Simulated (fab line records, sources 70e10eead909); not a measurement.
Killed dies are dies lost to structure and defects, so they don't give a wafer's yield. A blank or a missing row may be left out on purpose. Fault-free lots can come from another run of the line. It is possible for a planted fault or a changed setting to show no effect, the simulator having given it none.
fab line records	flow nand-harc
record lots=5	wafers=15	last-day=33
route steps=1302 shown P_ZERO_WELL@68 P_STI@69 END@1302
lots with no fault: from the same line, run without faults
start-h: the number of hours between the record's first day and the start of the first shown wafer of the lot	wait-h: hours elapsed since this lot's preceding step	" unchanged from the row above	L1.1+2: several wafers, shown together as one row	- no value, or no start was given	* or withheld: withheld	< > ~ a bound
route shown NAME@n: NAME is a module with steps in the file, n the number in the route of the first one	usual: mean/standard deviation of fault-free wafers	same: alike in all rows	chamber/n: place in a boat	sites: each site's reading	_std_site: standard deviation of those values	_edge_site: the outer-site mean with the inner-site mean subtracted	radius-mm: how far each site lies from the wafer's centre	mask NAME#n: copy n	behind: tool/chamber where the wafer was last shaped	hold: why the lot was held/for how many hours/how that ended	device: the n, p or np transistor that did not switch	end of line: tests run on the same wafers once the route is complete	a step without rows: its recipe alone	killed: the dies lost at the first sort to structure and to defects; this is not the yield of the wafer	map: a wafer's dies, marking killed ones x, the rest . and places with no die _
set.NAME: the setting the step ran with; set.NAME@STEP: the setting that earlier step ran with	model.NAME: the simulator's own value behind a step, which no gauge read
a table for each step, a row for each wafer; lots at some steps of the route
services: from which hour (start-h, from the record's first day; less than 0 if before it) a tool's chamber was out of use, for how many hours, and why
## steps
# step NHARC_P_ZERO_WELL_INSPECT_43
# usual raw-defect-count=15/6.9
lot.wafer	tool	chamber	start-h	wait-h	raw-defect-count
L280.4	defect-inspect-01	-	77.30	0.2	9
L280.5	"	-	"	"	13
L280.6	"	-	"	"	8
L286.2	defect-inspect-02	-	137.42	0.5	17
L286.3	"	-	"	"	21
L286.6	"	-	"	"	24
L287.3	defect-inspect-02	-	147.78	0.4	18
L287.4	"	-	"	"	22
L287.6	"	-	"	"	4
L290.3	defect-inspect-01	-	178.32	0.4	16
L290.4	"	-	"	"	10
L290.5	"	-	"	"	9
L298.1	defect-inspect-01	-	257.60	0.6	23
L298.5	"	-	"	"	23
L298.6	"	-	"	"	10
# step NHARC_P_STI_ETCH_26
# recipe target-depth-a=110	chemistry=dHF	material=SiO2
# step NHARC_P_STI_PRECLEAN_27
# recipe time-s=*	temp-c=50	bath-age-min=0	chemistry=SC1
# step NHARC_P_STI_SRD_28
# step NHARC_P_STI_OXIDE_29
# recipe target-thk-a=100	temp-c=900	ox-time-s=1362	material=SiO2
# step NHARC_P_STI_HM_DEP_30
# recipe target-thk-a=800	temp-c=790	pressure-mtorr=300	time-s=873	material=Si3N4
# step NHARC_P_STI_DEHYDRATE_01
# recipe temp-c=150	time-s=120
# step NHARC_P_STI_HMDS_02
# recipe time-s=30
# step NHARC_P_STI_COAT_41
# recipe temp-c=200	time-s=65
# step NHARC_P_STI_COAT_03
# recipe spin-rpm=2000	resist-thk-nm=600
# step NHARC_P_STI_SOFTBAKE_04
# recipe temp-c=125	time-s=70
# step NHARC_P_STI_EBR_05
# step NHARC_P_STI_EXPOSE_06
# recipe na=0.55	target-cd-nm=200	dose-mj=37.69	mask-id=P_STI
# same na=0.55
lot.wafer	tool	chamber	start-h	wait-h	mask
L280.4+5+6	krf-scanner-03	0	94.19	-	P_STI#0
L286.2+3+6	krf-scanner-01	0	156.89	-	P_STI#0
L287.3+4+6	krf-scanner-04	0	162.56	-	P_STI#0
L290.3+4+5	krf-scanner-04	0	193.41	-	P_STI_R1#0
L298.1+5+6	krf-scanner-03	0	272.45	-	P_STI#0
# step NHARC_P_STI_PEB_07
# recipe peb-temp-c=128	peb-time-s=80
# step NHARC_P_STI_DEVELOP_08
# recipe time-s=50	dev-temp-c=22
# step NHARC_P_STI_CD_MEAS_09
# recipe target-cd-nm=200	landing-energy-ev=500
# usual cd-nm=199.7/1.7
lot.wafer	tool	chamber	start-h	wait-h	cd-nm
L280.4	cd-sem-03	0	94.33	-	198.7
L280.5	"	0	"	"	199.0
L280.6	"	0	"	"	198.4
L286.2	cd-sem-01	0	157.03	-	199.2
L286.3	"	0	"	"	200.2
L286.6	"	0	"	"	200.8
L287.3	cd-sem-02	0	162.71	-	201.0
L287.4	"	0	"	"	201.0
L287.6	"	0	"	"	200.9
L290.3	cd-sem-01	0	193.56	-	203.8
L290.4	"	0	"	"	204.8
L290.5	"	0	"	"	205.1
L298.1	cd-sem-01	0	272.60	-	200.5
L298.5	"	0	"	"	199.6
L298.6	"	0	"	"	198.9
# step NHARC_P_STI_OVL_MEAS_10
# usual overlay-x-nm=-2/7.8	overlay-y-nm=0/5
lot.wafer	tool	chamber	start-h	wait-h	overlay-x-nm	overlay-y-nm
L280.4	overlay-01	-	94.42	-	-9	-4
L280.5	"	-	"	"	-9	-3
L280.6	"	-	"	"	-9	-4
L286.2	overlay-02	-	157.12	-	-4	8
L286.3	"	-	"	"	-4	8
L286.6	"	-	"	"	-4	8
L287.3	overlay-02	-	162.79	-	-20	1
L287.4	"	-	"	"	-19	2
L287.6	"	-	"	"	-19	1
L290.3	overlay-02	-	193.64	-	-5	4
L290.4	"	-	"	"	-5	4
L290.5	"	-	"	"	-5	4
L298.1	overlay-01	-	272.69	-	-11	6
L298.5	"	-	"	"	-11	6
L298.6	"	-	"	"	-11	6
# step NHARC_P_STI_INSPECT_11
# usual raw-defect-count=5.5/2.7
lot.wafer	tool	chamber	start-h	wait-h	raw-defect-count
L280.4	defect-inspect-01	-	94.45	0.0	9
L280.5	"	-	"	"	5
L280.6	"	-	"	"	2
L286.2	defect-inspect-01	-	157.16	0.0	9
L286.3	"	-	"	"	10
L286.6	"	-	"	"	7
L287.3	defect-inspect-02	-	162.83	0.0	7
L287.4	"	-	"	"	8
L287.6	"	-	"	"	5
L290.3	defect-inspect-01	-	193.68	0.0	5
L290.4	"	-	"	"	6
L290.5	"	-	"	"	4
L298.1	defect-inspect-02	-	272.73	0.0	4
L298.5	"	-	"	"	7
L298.6	"	-	"	"	2
# step NHARC_P_STI_HARDBAKE_13
# recipe temp-c=118	time-s=65
# step NHARC_P_STI_DESCUM_14
# recipe time-s=3	o2-flow-sccm=200	ar-flow-sccm=0	bias-power-w=0	chemistry=O2
# usual chamber-pressure-mTorr=60.00/0.048	drypump-motor-current-A=6.0/0.53	oes-product-au=0.999/0.0063	rf-vpp-V=57.8/0.94	showerhead-plenum-p-Torr=1.90/0.069	throttle-valve-pct=11.311/0.0091
lot.wafer	tool	chamber	start-h	wait-h	chamber-pressure-mTorr	drypump-motor-current-A	oes-product-au	rf-hours-counter-h	rf-vpp-V	showerhead-plenum-p-Torr	throttle-valve-pct	model.P_STI.cd-nm
L280.4	rie-diel-10	0	94.61	-	60.02	6.4	0.995	2	57.3	1.93	11.314	198.4
L280.6	"	1	"	"	59.98	6.5	0.995	-	57.3	1.82	11.315	198.5
L280.5	"	2	"	"	60.04	6.0	1.008	-	56.9	1.98	11.306	198.8
L286.3	rie-diel-03	0	157.29	-	60.10	5.7	0.990	3	59.5	2.04	11.306	200.1
L286.2	"	1	"	"	59.97	6.0	1.007	3	57.9	1.86	11.320	199.5
L286.6	"	0	"	"	60.00	5.7	0.995	-	59.0	2.04	11.311	200.3
L287.4	rie-diel-10	0	162.97	-	60.01	6.3	1.009	5	57.4	1.93	11.326	201.4
L287.3	"	2	"	"	60.05	5.9	0.999	4	57.7	1.98	11.306	201.2
L287.6	"	3	"	"	60.01	6.5	1.007	-	56.7	1.95	11.312	200.8
L290.4	rie-diel-13	3	193.83	-	59.99	5.6	0.998	1	56.9	1.81	11.316	204.6
L290.3	"	0	"	"	59.97	6.4	0.993	1	57.2	1.85	11.302	203.5
L290.5	"	1	"	"	60.01	5.0	1.015	-	58.0	1.82	11.324	204.7
L298.1	rie-diel-10	1	272.89	-	60.07	6.5	1.002	1	58.4	1.82	11.313	201.3
L298.6	"	2	"	"	60.02	6.0	1.007	-	57.9	1.97	11.311	199.7
L298.5	"	3	"	"	59.93	6.5	0.998	-	58.3	1.94	11.316	199.8
# step NHARC_P_STI_ETCH_42
# recipe target-depth-a=800	overetch-a=240	time-s=61	ion-energy-ev=200	n2-flow-sccm=150	h2-flow-sccm=150	ar-flow-sccm=0	rf-w=400	bias-w=150	chemistry=N2/H2
# usual chamber-pressure-mTorr=30.000/0.026	drypump-motor-current-A=6.0/0.52	oes-product-au=1.001/0.0074	rf-vpp-V=430.0/2.1	showerhead-plenum-p-Torr=2.03/0.076	throttle-valve-pct=14.171/0.009
lot.wafer	tool	chamber	start-h	wait-h	chamber-pressure-mTorr	drypump-motor-current-A	oes-product-au	rf-hours-counter-h	rf-vpp-V	showerhead-plenum-p-Torr	throttle-valve-pct
L280.4	rie-diel-10	2	94.68	0.1	30.004	6.0	1.000	1	433.4	2.11	14.157
L280.6	"	1	"	"	30.029	6.5	0.990	-	427.0	1.94	14.177
L280.5	"	2	"	"	30.028	6.0	0.999	-	433.7	2.11	14.175
L286.3	rie-diel-03	0	157.38	0.1	29.993	5.7	0.994	3	434.3	2.18	14.171
L286.2	"	3	"	"	29.965	4.9	0.992	3	428.3	1.96	14.182
L286.6	"	1	"	"	29.978	6.0	1.005	-	428.9	1.98	14.170
L287.4	rie-diel-10	1	163.06	0.1	29.995	6.5	0.997	4	426.7	1.94	14.168
L287.3	"	3	"	"	29.997	6.5	1.000	5	430.3	2.08	14.163
L287.6	"	0	"	"	30.014	6.4	0.994	-	430.8	2.06	14.164
L290.3	rie-diel-13	1	193.97	0.1	30.015	5.0	1.004	1	427.5	1.94	14.170
L290.4	"	3	"	"	30.006	5.6	0.990	1	427.7	1.93	14.147
L290.5	"	0	"	"	29.996	6.5	0.995	-	429.4	1.97	14.174
L298.1	rie-diel-10	3	272.95	0.1	29.997	6.6	1.002	2	430.7	2.07	14.165
L298.6	"	2	"	"	30.033	6.0	1.003	-	431.4	2.11	14.192
L298.5	"	3	"	"	29.960	6.5	0.995	-	431.3	2.07	14.179
# step NHARC_P_STI_ETCH_31
# recipe target-depth-a=1089	time-s=54.5	cf4-flow-sccm=100	chf3-flow-sccm=30	ar-flow-sccm=0	rf-w=500	bias-w=200	chemistry=CF4/CHF3
# usual chamber-pressure-mTorr=24.999/0.022	drypump-motor-current-A=6.0/0.52	oes-product-au=0.964/0.013	rf-vpp-V=370.4/1.8	showerhead-plenum-p-Torr=1.57/0.053	throttle-valve-pct=16.802/0.0084
lot.wafer	tool	chamber	start-h	wait-h	chamber-pressure-mTorr	drypump-motor-current-A	oes-product-au	rf-hours-counter-h	rf-vpp-V	showerhead-plenum-p-Torr	throttle-valve-pct
L280.4	rie-diel-10	1	-	-	25.005	6.5	0.956	1	369.2	1.50	16.817
L280.6	"	2	"	"	25.015	6.0	0.963	-	372.3	1.62	16.786
L280.5	"	3	"	"	24.985	6.5	0.974	-	371.0	1.60	16.797
L286.2	rie-diel-03	2	-	-	24.991	5.9	0.980	4	371.6	1.61	16.808
L286.3	"	3	"	"	25.031	4.8	0.978	3	369.7	1.51	16.807
L286.6	"	1	"	"	25.032	6.0	0.966	-	369.5	1.53	16.801
L287.4	rie-diel-10	0	-	-	25.007	6.4	0.961	5	371.4	1.59	16.798
L287.3	"	2	"	"	25.023	6.0	0.986	5	372.4	1.62	16.788
L287.6	"	0	"	"	24.986	6.4	0.966	-	370.5	1.59	16.811
L290.4	rie-diel-13	3	-	-	24.980	5.5	0.964	1	368.1	1.49	16.811
L290.3	"	0	"	"	24.973	6.4	0.962	1	371.4	1.52	16.788
L290.5	"	1	"	"	25.011	4.9	0.953	-	367.8	1.50	16.796
L298.1	rie-diel-10	0	-	-	24.998	6.4	0.984	1	369.9	1.58	16.814
L298.5	"	1	"	"	24.968	6.5	0.977	-	368.9	1.50	16.801
L298.6	"	2	"	"	25.002	6.0	0.967	-	371.7	1.62	16.808
# step NHARC_P_STI_ETCH_15
# recipe target-depth-a=3000	taper-deg=4	time-s=100.1	hbr-flow-sccm=150	cl2-flow-sccm=50	rf-w=400	icp-w=400	bias-w=100	chemistry=HBr/Cl2
# usual chamber-pressure-mTorr=15.001/0.013	drypump-motor-current-A=5.6/0.5	oes-product-au=0.999/0.0075	throttle-valve-pct=26.406/0.01
lot.wafer	tool	chamber	start-h	wait-h	chamber-pressure-mTorr	drypump-motor-current-A	oes-product-au	rf-hours-counter-h	throttle-valve-pct	model.P_STI.cd-nm
L280.4	rie-si-04	2	94.88	-	14.997	5.9	1.002	0.7	26.399	198.4
L280.5	"	1	"	"	15.003	4.8	0.995	-	26.377	199.4
L280.6	"	2	"	"	15.001	5.9	1.002	-	26.414	198
L286.2	rie-si-04	1	157.57	-	15.026	4.8	1.014	1.3	26.387	199.3
L286.3	"	2	"	"	15.012	5.9	1.003	1.2	26.398	199.9
L286.6	"	1	"	"	14.989	4.8	1.006	-	26.410	199.5
L287.3	rie-si-03	1	163.24	-	14.996	6.2	0.994	0.7	26.400	201.5
L287.6	"	1	"	"	14.988	6.2	1.003	-	26.394	200.3
L287.4	"	2	"	"	14.993	6.1	1.005	-	26.400	200.6
L290.3	rie-si-03	2	194.19	-	15.033	6.1	1.003	0.9	26.413	203.4
L290.5	"	1	"	"	15.001	6.2	1.005	-	26.398	203.7
L290.4	"	2	"	"	15.014	6.0	1.008	-	26.418	204.9
L298.1	rie-si-03	1	273.16	-	14.997	6.2	0.981	0.4	26.419	200.7
L298.5	"	0	"	"	15.010	5.6	0.976	-	26.415	199.2
L298.6	"	1	"	"	14.986	6.2	0.996	-	26.387	199.7
# step NHARC_P_STI_CD_MEAS_16
# usual cd-nm=199.3/1.7
lot.wafer	tool	chamber	start-h	wait-h	cd-nm
L280.4	cd-sem-02	-	95.03	-	198.3
L280.5	"	-	"	"	199.9
L280.6	"	-	"	"	197.9
L286.2	cd-sem-01	-	157.73	-	199.3
L286.3	"	-	"	"	200.1
L286.6	"	-	"	"	199.6
L287.3	cd-sem-03	-	163.43	-	201.7
L287.4	"	-	"	"	200.5
L287.6	"	-	"	"	200.4
L290.3	cd-sem-02	-	194.35	-	203.4
L290.4	"	-	"	"	205.0
L290.5	"	-	"	"	203.7
L298.1	cd-sem-02	-	273.33	-	200.8
L298.5	"	-	"	"	199.1
L298.6	"	-	"	"	199.4
# step NHARC_P_STI_OCD_MEAS_17
# usual trench-depth-nm=300.7/2.9	trench-foot-cd-nm=157.6/1.9
lot.wafer	tool	chamber	start-h	wait-h	trench-depth-nm	trench-foot-cd-nm
L280.4	ocd-02	-	95.12	0.1	301.9	156.4
L280.5	"	-	"	"	301.9	156.7
L280.6	"	-	"	"	301.3	156.4
L286.2	ocd-01	-	157.82	0.1	302.5	157.6
L286.3	"	-	"	"	306.7	157.7
L286.6	"	-	"	"	304.2	157.7
L287.3	ocd-01	-	163.52	0.1	302.0	158.8
L287.4	"	-	"	"	304.4	158.9
L287.6	"	-	"	"	300.7	158.5
L290.3	ocd-01	-	194.44	0.1	302.0	161.1
L290.4	"	-	"	"	302.0	162.3
L290.5	"	-	"	"	298.3	164.0
L298.1	ocd-01	-	273.42	0.1	294.7	159.0
L298.5	"	-	"	"	292.5	158.6
L298.6	"	-	"	"	297.2	157.2
# step NHARC_P_STI_STRIP_19
# recipe time-s=900	temp-c=130	chemistry=SPM
# step NHARC_P_STI_PRECLEAN_32
# recipe time-s=*	temp-c=50	bath-age-min=0	chemistry=SC1
# step NHARC_P_STI_SRD_23
# step NHARC_P_STI_OCD_MEAS_43
# usual trench-depth-nm=300.7/2.9	trench-foot-cd-nm=157.6/1.9
lot.wafer	tool	chamber	start-h	wait-h	hold	trench-depth-nm	trench-foot-cd-nm
L280.4	ocd-01	-	95.63	-	-	301.1	156.5
L280.5	"	-	"	"	-	301.9	157.3
L280.6	"	-	"	"	-	301.1	156.6
L287.3	ocd-02	-	164.03	-	-	300.7	159.7
L287.4	"	-	"	"	-	304.4	158.3
L287.6	"	-	"	"	-	301.2	158.7
L286.2	ocd-01	-	165.90	-	-	303.1	157.3
L286.3	"	-	"	"	-	306.7	156.7
L286.6	"	-	"	"	-	303.8	158.0
L290.3	ocd-02	-	195.03	-	await-dispo/0.2h/release	301.9	161.4
L290.4	"	-	"	"	await-dispo/0.2h/release	302.0	162.4
L290.5	"	-	"	"	await-dispo/0.2h/release	298.6	163.3
L290.3	ocd-02	-	195.21	0.2	-	302.2	161.4
L290.4	"	-	"	"	-	302.0	162.5
L290.5	"	-	"	"	-	297.6	163.5
L298.1	ocd-02	-	273.93	-	-	295.2	159.8
L298.5	"	-	"	"	-	292.2	158.8
L298.6	"	-	"	"	-	296.7	157.7
# step NHARC_P_STI_OXIDE_33
# recipe target-thk-a=100	temp-c=1000	ox-time-s=281	material=SiO2
# step NHARC_END_SORT_01
# recipe temp-c=25
# usual killed-at-array=61/23	killed-at-other=1.3/1.4	killed-at-periphery=4.0/2.6	killed-dies=66/22	killed-open=3.4/1.8	killed-short=2.3/1.4
# same gross-dies=677
lot.wafer	tool	chamber	start-h	wait-h	killed-at-array	killed-at-other	killed-at-periphery	killed-dies	killed-open	killed-short
L280.4	prober-01	0	618.58	3.4	62	3	2	67	5	3
L280.5	prober-01	0	619.38	3.7	54	1	0	55	1	2
L280.6	prober-01	0	620.17	4.0	59	2	6	67	4	4
# killed by level:class
L280.4 A_CHANNEL_HOLE_D1:chamber-film-flake=28 A_CHANNEL_HOLE_D2:chamber-film-flake=19 A_M1:chamber-film-flake=3 A_SGD_CUT:geometric-particle:open=2 A_ZERO_WELL:chamber-film-flake=2 THIN_TSV:chamber-film-flake=2 A_DECK1_JOINT:geometric-particle:open=1 A_DECK1_JOINT:geometric-particle:short=1
L280.5 A_CHANNEL_HOLE_D2:chamber-film-flake=24 A_CHANNEL_HOLE_D1:chamber-film-flake=21 A_M1:chamber-film-flake=3 A_WL_FILL:chamber-film-flake=2 A_CHANNEL_HOLE_D1:geometric-particle:short=1 A_CHANNEL_FILL_D1:geometric-particle:short=1 A_BLC:geometric-particle:open=1 A_CONTACT:chamber-film-flake=1
L280.6 A_CHANNEL_HOLE_D2:chamber-film-flake=23 A_CHANNEL_HOLE_D1:chamber-film-flake=22 A_CONTACT:chamber-film-flake=5 P_CONTACT:geometric-particle:open=2 A_WL_FILL:chamber-film-flake=2 THIN_TSV:chamber-film-flake=2 P_M0:geometric-particle:open=1 P_M0:geometric-particle:short=1
## services
tool	chamber	start-h	hours	kind
rie-diel-13	2	78.22	3.1	repair
rie-diel-03	-	104.30	9.0	pm
krf-scanner-01	-	118.17	0.5	repair
rie-diel-13	2	129.00	4.2	repair
rie-diel-13	2	137.63	11.9	repair
krf-scanner-01	-	140.00	4.0	pm
rie-si-03	3	148.88	151.0	repair
rie-diel-03	3	161.59	13.2	repair
rie-si-04	-	165.00	9.0	pm
rie-diel-13	-	165.02	9.0	pm
rie-si-03	2	170.59	3.5	repair
rie-diel-13	0	180.20	3.5	repair
rie-si-03	-	181.83	0.4	repair
krf-scanner-04	-	182.00	4.0	pm
rie-diel-10	2	185.12	8.0	repair
rie-diel-03	3	197.84	1.9	repair
rie-si-04	3	217.34	7.5	repair
rie-si-03	-	221.00	9.0	pm
krf-scanner-03	-	224.52	4.0	pm
rie-diel-10	-	242.50	9.0	pm
rie-diel-13	0	242.54	4.3	repair
krf-scanner-01	-	260.02	0.3	repair
krf-scanner-04	-	263.82	2.0	repair
krf-scanner-04	-	272.31	1.2	repair
## key
first-sign step=NHARC_P_STI_EXPOSE_06	reading=mask	direction=changed
effect step=NHARC_P_STI_CD_MEAS_09	reading=cd-nm	direction=up	sigmas=2.9	usual=199.7	struck=204.6
effect step=NHARC_P_STI_CD_MEAS_16	reading=cd-nm	direction=up	sigmas=2.7	usual=199.3	struck=204.0
effect step=NHARC_P_STI_OCD_MEAS_17	reading=trench-foot-cd-nm	direction=up	sigmas=2.6	usual=157.6	struck=162.5
effect step=NHARC_P_STI_OCD_MEAS_43	reading=visit	direction=added
model-effect step=NHARC_P_STI_DESCUM_14	value=P_STI.cd-nm	without=198.2	struck=204.3
model-effect step=NHARC_P_STI_ETCH_15	value=P_STI.cd-nm	without=197.9	struck=204
met-at NHARC_P_STI_EXPOSE_06
struck-wafers L290.3,L290.4,L290.5
tester-left-out L290
onset-between 162.56 193.41
fault kind=wrong-mask	tool=any	chamber=-	onset-h=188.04	steps=NHARC_P_STI_EXPOSE_06	aux-copy=P_STI_R1#0	cd-offset-nm=6.0845	scope=struck-lots-only
# tester-left-out: of these lots the tester's yield and bins aren't shown, on N5 and GAA mostly nor the transistor test; their killed dies are dies lost to structure and defects alone, not to doping, threshold or leakage, so they don't give the yield
